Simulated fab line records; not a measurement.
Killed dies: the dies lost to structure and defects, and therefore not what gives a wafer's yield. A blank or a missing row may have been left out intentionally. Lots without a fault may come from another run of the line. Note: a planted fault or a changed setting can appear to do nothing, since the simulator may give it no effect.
Matching of chambers    flow n5Finfet    N5_BEOL_M0_SAQP_ETCH_106 on rieDiel-04 has 4 sister chambers
The step etches SOC in N2/H2, stops on SiNx, target depth 150 nm. 16 wafers are shown with their chamber, then 8 later ones without.

## WAFERS WITH THEIR CHAMBER
wafer   chamber  showerheadPlenumPTorr (Torr)  drypumpMotorCurrentA (A)  rfVppV (V)
L075.2  3        2.50                          6.0                       240.5
L075.3  2        2.60                          5.5                       241.8
L075.5  2        2.60                          5.5                       242.8
L077.4  2        2.60                          5.5                       241.8
L077.5  2        2.60                          5.5                       240.8
L077.6  3        2.50                          6.1                       241.2
L079.2  0        2.35                          6.3                       237.6
L079.3  1        2.58                          6.2                       240.5
L079.4  1        2.58                          6.2                       241.1
L081.2  1        2.57                          6.2                       241.5
L081.5  0        2.35                          6.4                       237.5
L081.6  1        2.57                          6.2                       241.1
L083.4  3        2.50                          6.1                       241.1
L083.5  0        2.35                          6.4                       237.5
L083.6  1        2.57                          6.2                       240.9
L084.2  0        2.34                          6.4                       237.6

SIGNATURES (means of the wafers above)
reading                chamber 0  chamber 1  chamber 2  chamber 3  scatter within a chamber
showerheadPlenumPTorr  2.3475     2.5740     2.6000     2.5000     0.00403
drypumpMotorCurrentA   6.375      6.200      5.500      6.067      0.0344
rfVppV                 237.550    241.020    241.800    240.933    0.485
Rule: distance of a wafer from a chamber = root of the sum over the readings of ((wafer's reading minus chamber's mean) / reading's scatter) squared. The wafer belongs to the nearest chamber; if the next one is less than 2 further off, it can't be placed. The scatter: the root of (the sum of the squares of (reading less its chamber's mean) over the shown wafers, divided by (wafers less chambers)).

## WAFERS MISSING THEIR CHAMBER
wafer   showerheadPlenumPTorr (Torr)  drypumpMotorCurrentA (A)  rfVppV (V)
L084.4  2.49                          6.0                       240.3
L084.6  2.34                          6.4                       238.1
L085.1  2.34                          6.3                       237.1
L085.4  2.49                          6.0                       240.0
L085.5  2.57                          6.2                       240.3
L092.1  2.59                          5.5                       242.1
L092.4  2.49                          6.1                       239.8
L092.5  2.59                          5.5                       241.6

## WHICH CHAMBER EACH WENT THROUGH
wafer   from the rows above  in truth
L084.4  3                    3
L084.6  0                    0
L085.1  0                    0
L085.4  3                    3
L085.5  1                    1
L092.1  2                    2
L092.4  3                    3
L092.5  2                    2
Correct placement for 8 of the 8. From these rows, 0 cannot be placed. Placed wrongly: 0.
